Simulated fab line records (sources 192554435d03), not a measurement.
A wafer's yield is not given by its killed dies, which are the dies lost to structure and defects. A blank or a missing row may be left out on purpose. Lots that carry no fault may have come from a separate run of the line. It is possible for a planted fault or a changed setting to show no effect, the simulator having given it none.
fab line records | flow n5-finfet
record: lots: 4 wafers: 12 last-day: 18
route steps=1938 shown STI_FIN_REVEAL@209 DUMMY_GATE@212 SD_EPI_N@272 BEOL_M4@1111 PASSIVATION@1936
lots that met no fault: taken from a fault-free run of the same line
start-h: hours from the record's first day to the start of the lot's first wafer shown | wait-h: hours from the lot's prior step to this one | " as in the row above | L1.1+2: one row covering several wafers at once | - value missing, or start not given | * or withheld: withheld | < > ~ a bound
route shown NAME@n: a module of which the file shows steps, and the number in the route of the first | usual: mean and standard deviation over wafers with no fault | same: alike in all rows | chamber/n: place in a boat | sites: each site's reading | _std_site: the standard deviation of these | _edge_site: outer sites' mean less inner sites' | radius-mm: how far each site lies from the wafer's centre | mask NAME#n: copy n | behind: tool/chamber where the wafer was last shaped | hold: the reason the lot was held/the length of the hold in hours/how it ended | device: the n, p or np transistor that did not switch | end of line: at the end of the route, the tests of the same wafers | where a step has no rows: the recipe by itself | killed: at the first sort, the dies lost to defects and structure; wafer yield is something else | map: a wafer's dies, x killed, . not, _ none there
set.NAME: the setting that was run; set.NAME@STEP: the one run at that earlier step | model.NAME: the simulator's own value behind a step, which no gauge read
lots seen at some steps along the route; tables by step, rows by wafer
services: from which hour (start-h, from the record's first day; less than 0 if before it) a tool's chamber was out of use, for how many hours, and why
== steps ==
step: N5_STI_FIN_REVEAL_PRECLEAN_18
recipe: chemistry: SC2 time-s: 45 temp-c: 35 mix: 1:1:50
step: N5_STI_FIN_REVEAL_SRD_28
recipe: dry: ipa-marangoni time-s: 30 temp-c: 23 rinse-liquid: diw
step: N5_DUMMY_GATE_PRECLEAN_00
recipe: chemistry: O3/DIW time-s: 60 temp-c: 22 o3-ppm: 10
step: N5_DUMMY_GATE_SRD_01
recipe: time-s: 30 temp-c: 23 rinse-liquid: diw dry: ipa-marangoni
step: N5_DUMMY_GATE_ALD_02
recipe: material: SiO2 target-thk-a: 20 temp-c: 300 ald-precursor-family: BDEAS ald-co-reactant: O2-plasma pulse-time-s: 1 pressure-torr: 2
step: N5_DUMMY_GATE_CVD_03
recipe: material: a-Si target-thk-a: 1500 temp-c: 530 precursor: SiH4 time-s: 8042
step: N5_DUMMY_GATE_PRECLEAN_46
recipe: chemistry: DIW time-s: 89.5 temp-c: 23
step: N5_DUMMY_GATE_SRD_47
recipe: dry-time-s: 32 dry: n2-spin spin-rpm: 1500
step: N5_DUMMY_GATE_CMP_04
recipe: material: a-Si post-cmp-clean: alkaline-brush
step: N5_DUMMY_GATE_HM_DEP_06
recipe: material: SiNx target-thk-a: 800 precursor: DCS/NH3 temp-c: 700 pressure-mtorr: 300 time-s: 5141
step: N5_DUMMY_GATE_PECVD_30
recipe: material: SiO2 target-thk-a: 550 temp-c: 400 precursor: TEOS/O2 pressure-torr: 6.5 rf-w: withheld teos-flow-sccm: withheld gas: O2 flow-sccm: 2650 time-s: 10.8
columns lot.wafer tool chamber start-h wait-h since-wet-clean-h
L813.3 pecvd-02 1 53.76 0.0 1664
L813.5 " 0 " " -
L813.6 " 2 " " -
L816.2 pecvd-02 1 69.17 0.0 1679
L816.3 " 2 " " 200
L816.6 " 0 " " -
L817.1 pecvd-02 0 77.30 0.0 962
L817.2 " 1 " " 1687
L817.5 " 2 " " -
L831.3 pecvd-04 2 161.41 0.0 474
L831.4 " 0 " " -
L831.5 " 2 " " -
step: N5_DUMMY_GATE_COAT_34
recipe: resist: SOC temp-c: 250 time-s: 60 spin-rpm: 1500 resist-thk-nm: 60
step: N5_DUMMY_GATE_COAT_35
recipe: resist: SiARC temp-c: 220 time-s: 60 spin-rpm: 1500 resist-thk-nm: 10
step: N5_DUMMY_GATE_COAT_28
recipe: resist: underlayer temp-c: 205 time-s: 60 spin-rpm: 1500 resist-thk-nm: 10
step: N5_DUMMY_GATE_COAT_09
recipe: resist: CAR-EUV spin-rpm: 1500 resist-thk-nm: 30
step: N5_DUMMY_GATE_EBR_11
recipe: solvent: PGMEA ebr-width-mm: 1.5
step: N5_DUMMY_GATE_SOFTBAKE_10
recipe: temp-c: 110 time-s: 60 resist: CAR-EUV
step: N5_DUMMY_GATE_EXPOSE_12
recipe: mask-id: GATE na: 0.33 source-shape: annular sigma-inner: 0.2 sigma-outer: 0.6 polarization: unpolarized target-cd-nm: 25 dose-mj: 34
step: N5_DUMMY_GATE_PEB_13
recipe: peb-temp-c: 100 peb-time-s: 60 resist: CAR-EUV
step: N5_DUMMY_GATE_DEVELOP_14
recipe: develop-time-s: 30 developer: TMAH resist: CAR-EUV rinse-liquid: surfactant-rinse dry: air-spin dev-temp-c: 23
step: N5_DUMMY_GATE_DESCUM_20
recipe: chemistry: O2 time-s: 6.2 source-power-w: 50 bias-power-w: 20 pressure-mtorr: 20 rf-frequency-hz: 2.712e+07 temp-c: 40 resist: CAR-EUV o2-flow-sccm: 225
step: N5_DUMMY_GATE_ETCH_29
recipe: chemistry: N2/H2 target: underlayer target-depth-a: 130 ion-energy-ev: 200 pressure-mtorr: 30 source-w: 840 bias-w: 150 n2-flow-sccm: 200 h2-flow-sccm: 200
step: N5_DUMMY_GATE_ETCH_36
recipe: chemistry: CF4 target: SiARC target-depth-a: 130 pressure-mtorr: 40 source-w: 545 bias-w: 36 Ar_flow_sccm: 100 cf4-flow-sccm: 100 ion-energy-ev: 80
step: N5_DUMMY_GATE_ETCH_37
recipe: chemistry: N2/H2 target: SOC target-depth-a: 600 overetch-a: 300 temp-c: 40 ion-energy-ev: 200 pressure-mtorr: 30 source-w: 840 bias-w: 150 n2-flow-sccm: 200 h2-flow-sccm: 200
step: N5_DUMMY_GATE_STRIP_38
recipe: chemistry: N2/H2 temp-c: 40 n2-flow-sccm: 200 h2-flow-sccm: 200 rf-frequency-hz: 6e+07
step: N5_DUMMY_GATE_STRIP_39
recipe: chemistry: N2/H2 temp-c: 40 n2-flow-sccm: 200 h2-flow-sccm: 200 rf-frequency-hz: 6e+07
step: N5_DUMMY_GATE_TRIM_49
recipe: chemistry: O2 resist: SOC time-s: 29 target-cd-nm: 14 source-power-w: 300 bias-power-w: 0 O2_flow_sccm: 100 temp-c: 20
step: N5_DUMMY_GATE_STRIP_40
recipe: chemistry: CF4 resist: SiARC power-w: 300 bias-power-w: 75 pressure-mtorr: 50 cf4-flow-sccm: 150 rf-frequency-hz: 6e+07
step: N5_DUMMY_GATE_ETCH_31
recipe: chemistry: C4F6/O2 target: SiO2 mask-material: SOC target-depth-a: 825 time-s: 27.5 ion-energy-ev: 250 pressure-mtorr: 30 source-w: 345 bias-w: 185 Ar_flow_sccm: 300 C4F6_flow_sccm: 10 O2_flow_sccm: 10
step: N5_DUMMY_GATE_STRIP_41
recipe: chemistry: O2 power-w: 400 temp-c: 40 pressure-mtorr: 30 rf-frequency-hz: 6e+07 bias-power-w: 0 overash-fraction: 0.3 o2-flow-sccm: 225
step: N5_DUMMY_GATE_HM_OPEN_21
recipe: chemistry: CH3F/O2 target: SiNx target-depth-a: 1200 Ar_flow_sccm: 150 CH3F_flow_sccm: 30 O2_flow_sccm: 23 time-s: 171.4 pressure-mtorr: 30 source-w: 395 bias-w: 73 ion-energy-ev: 120.7
step: N5_DUMMY_GATE_ETCH_32
recipe: chemistry: CF4 target: SiO2 target-depth-a: 35 time-s: 3.9 ion-energy-ev: 350 pressure-mtorr: 10 icp-w: 800 bias-w: 400 cf4-flow-sccm: 80
step: N5_DUMMY_GATE_ETCH_23
recipe: chemistry: HBr/Cl2/O2 HBr_flow_sccm: 150 Cl2_flow_sccm: 80 O2_flow_sccm: 12 bias-w: 102 target-depth-a: 410 time-s: 22.3 target: poly-Si mask-material: SiO2 pressure-mtorr: 10 icp-w: 800
step: N5_DUMMY_GATE_ETCH_44
recipe: chemistry: HBr/O2 over-etch-frac: 0.7 target-depth-a: 1275 stop-on: SiO2 ion-energy-ev: 60 bias-w: 20 target: poly-Si mask-material: SiO2 pressure-mtorr: 20 icp-w: 400 HBr_flow_sccm: 120 O2_flow_sccm: 10
step: N5_DUMMY_GATE_ETCH_42
recipe: chemistry: CHF3/O2 target: SiO2 target-depth-a: 35 time-s: 31 ion-energy-ev: 30 bias-w: 12 pressure-mtorr: 30 source-w: 600 Ar_flow_sccm: 200 CHF3_flow_sccm: 50 O2_flow_sccm: 5
step: N5_SD_EPI_N_INSPECT_11
recipe: mode: adi inspect-instrument: macro
usual: raw-defect-count: 2.2/1.5
columns lot.wafer tool chamber start-h wait-h raw-defect-count
L813.3 defect-inspect-02 - 57.10 0.0 1
L813.5 " - " " 2
L813.6 " - " " 0
L816.2 defect-inspect-02 - 71.94 0.0 5
L816.3 " - " " 2
L816.6 " - " " 26
L817.1 defect-inspect-02 - 80.18 0.0 17
L817.2 " - " " 4
L817.5 " - " " 2
L831.3 defect-inspect-01 - 164.12 0.0 1
L831.4 " - " " 2
L831.5 " - " " 4
step: N5_BEOL_M4_RC_MEAS_101
usual: DIBL_N: 36.1/2 DIBL_P: 36.3/2.5 IOFF_N: 0.16/0.037 IOFF_P: 0.21/0.039 ION_N: 678/15 ION_P: 465/8.7 SS_N: 71.4/0.7 SS_P: 73.3/0.74 VT_N: 249/3.6 VT_P: -250.0/2.9
columns lot.wafer tool chamber start-h wait-h DIBL_N[mV/V] DIBL_P[mV/V] IOFF_N[nA/um] IOFF_P[nA/um] ION_N[uA/um] ION_P[uA/um] SS_N[mV/dec] SS_P[mV/dec] VT_N[mV] VT_P[mV]
L813.3 prober-02 0 178.72 0.3 34.2 34.8 0.14 0.21 675 462 71.8 73.2 250 -247.8
L813.5 " 0 " " 34.0 34.7 0.15 0.22 693 477 71.0 73.3 248 -248.4
L813.6 " 0 " " 36.2 36.9 0.18 0.24 671 460 71.8 73.6 246 -248.3
L816.2 prober-01 0 195.98 0.2 37.2 35.3 0.16 0.21 684 466 71.8 73.9 249 -250.5
L816.3 " 0 " " 35.7 33.3 0.12 0.18 671 465 71.1 72.5 255 -252.7
L816.6 " 0 " " 40.8 38.9 0.23 0.28 690 457 72.8 74.5 245 -249.0
L817.1 prober-02 0 197.80 0.0 33.9 35.8 0.13 0.19 665 464 71.0 72.8 254 -252.9
L817.2 " 0 " " 36.1 37.4 0.16 0.20 682 467 71.2 73.4 251 -253.5
L817.5 " 0 " " 33.3 34.6 0.12 0.18 668 462 70.1 73.2 255 -254.2
L831.3 prober-02 0 308.58 0.3 34.3 35.7 0.13 0.20 681 470 70.7 73.4 254 -250.4
L831.4 " 0 " " 34.2 35.2 0.14 0.20 667 456 70.6 72.8 250 -253.2
L831.5 " 0 " " 38.5 40.9 0.22 0.27 704 481 71.8 73.7 245 -248.8
step: N5_PASSIVATION_PROBE_49
usual: defect-limited-yield: 91.1/1.3 killed_at_M0_to_M3: 32/9.7 killed_at_M4_up: 16/6 killed-at-contacts: 12/5.9 killed-at-front-end: 41/11 killed-at-other: 4/3.1 killed-dies: 104/16 killed-on-rim: 14/4 killed-open: 68/12 killed-short: 34/7.4 sort_bin_5_function: 5.1/0.85 sort_bin_6_memory: 3.3/0.66 sort-n-pass: 1075/16 sort-yield-pct: 91.1/1.4
same: gross-dies: 1180 killed-at-back-side: 0 sort_bin_4_leakage[%]: 0 sort_bin_8_speed[%]: 0
columns lot.wafer tool chamber start-h wait-h defect-limited-yield[%] killed_at_M0_to_M3 killed_at_M4_up killed-at-contacts killed-at-front-end killed-at-other killed-dies killed-on-rim killed-open killed-short sort_bin_5_function[%] sort_bin_6_memory[%] sort-n-pass sort-yield-pct[%]
L817.1 prober-01 - 313.94 0.0 88.7 63 10 10 45 5 133 13 72 45 7.0 3.9 1047 88.7
L816.2 prober-02 - 341.63 0.1 91.8 33 19 5 37 3 97 16 60 37 4.5 3.1 1083 91.8
L816.3 prober-02 - 341.68 0.1 92.0 18 15 9 52 0 94 13 56 38 4.7 3.1 1086 92.0
L816.6 prober-02 - 341.83 0.3 89.6 34 15 0 68 6 123 12 66 37 6.1 4.0 1057 89.6
L831.3 prober-01 - 425.39 0.1 90.3 30 12 17 50 5 114 17 72 41 6.0 3.5 1066 90.3
L831.4 prober-01 - 425.44 0.2 88.6 32 28 5 67 3 135 26 94 34 6.8 4.0 1045 88.6
L831.5 prober-01 - 425.49 0.2 90.2 42 14 4 53 3 116 16 65 41 4.7 3.6 1064 90.2
killed by level:class
L817.1 DUMMY_GATE:unspecified=15 BEOL_M0_SAQP:geometric-particle:short=14 BEOL_M2:geometric-particle:open=14 BEOL_M3:geometric-particle:open=13 BEOL_M0_SAQP:geometric-particle:open=10 FIN_SAQP:geometric-particle:short=6 DUMMY_GATE:geometric-particle:open=6 MOL_CONTACT_COAG:geometric-particle:open=6
L816.2 BEOL_M2:geometric-particle:open=10 BEOL_M4:geometric-particle:short=10 BEOL_M0_SAQP:geometric-particle:open=9 GATE_CUT:geometric-particle:open=8 DUMMY_GATE:geometric-particle:open=7 FIN_SAQP:geometric-particle:open=4 STARTING-WAFER:geometric-particle:open=4 STARTING-WAFER:geometric-particle:short=4
L816.3 FIN_SAQP:geometric-particle:open=15 GATE_CUT:geometric-particle:short=13 FIN_SAQP:geometric-particle:short=10 MOL_CONTACT_COAG:geometric-particle:open=8 DUMMY_GATE:geometric-particle:open=4 BEOL_M2:geometric-particle:open=4 BEOL_M4:geometric-particle:open=4 BEOL_M5:geometric-particle:open=4
L816.6 DUMMY_GATE:unspecified=20 DUMMY_GATE:geometric-particle:open=11 BEOL_M2:geometric-particle:open=8 BEOL_M0_SAQP:geometric-particle:open=7 FIN_SAQP:geometric-particle:open=6 BEOL_M1:geometric-particle:short=6 FIN_SAQP:geometric-particle:short=5 GATE_CUT:geometric-particle:short=5
L831.3 MOL_CONTACT_COAG:geometric-particle:open=16 FIN_SAQP:geometric-particle:short=15 BEOL_M0_SAQP:geometric-particle:short=12 FIN_SAQP:geometric-particle:open=9 DUMMY_GATE:geometric-particle:open=7 BEOL_M4:geometric-particle:open=6 STI_FIN_REVEAL:geometric-particle:open=5 BEOL_M2:geometric-particle:open=5
L831.4 BEOL_M4:geometric-particle:open=18 FIN_SAQP:geometric-particle:open=16 DUMMY_GATE:geometric-particle:open=13 BEOL_M0_SAQP:geometric-particle:open=13 STI_FIN_REVEAL:geometric-particle:open=12 FIN_SAQP:geometric-particle:short=9 BEOL_M0_SAQP:geometric-particle:short=7 BEOL_M3:geometric-particle:open=6
L831.5 BEOL_M0_SAQP:geometric-particle:short=13 FIN_SAQP:geometric-particle:open=11 HKMG_FIN:area-etch=9 BEOL_M3:geometric-particle:open=8 BEOL_M0_SAQP:geometric-particle:open=7 BEOL_M2:geometric-particle:open=6 BEOL_M4:geometric-particle:open=6 STI_FIN_REVEAL:geometric-particle:open=5
== services ==
columns tool chamber start-h hours kind
pecvd-04 - 73.51 0.4 repair
pecvd-02 0 91.74 5.5 scheduled-down
pecvd-04 - 99.25 28.1 pm
pecvd-04 0 131.92 2.1 scheduled-down
pecvd-04 - 155.23 2.8 pm
pecvd-04 - 160.06 0.3 repair
== key ==
first-sign: step: N5_SD_EPI_N_INSPECT_11 reading: raw-defect-count direction: up sigmas: 13 usual: 2.2 struck: 21.5
effect none on later readings
met-at N5_DUMMY_GATE_PECVD_30
struck-wafers L816.6,L817.1
onset-between 53.76 69.17
fault: kind: chamber-particle-source tool: pecvd-02 chamber: 0 onset-h: 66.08 steps: N5_DUMMY_GATE_PECVD_30 rate-per-visit-cm2: 0.031663 end-h: 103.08
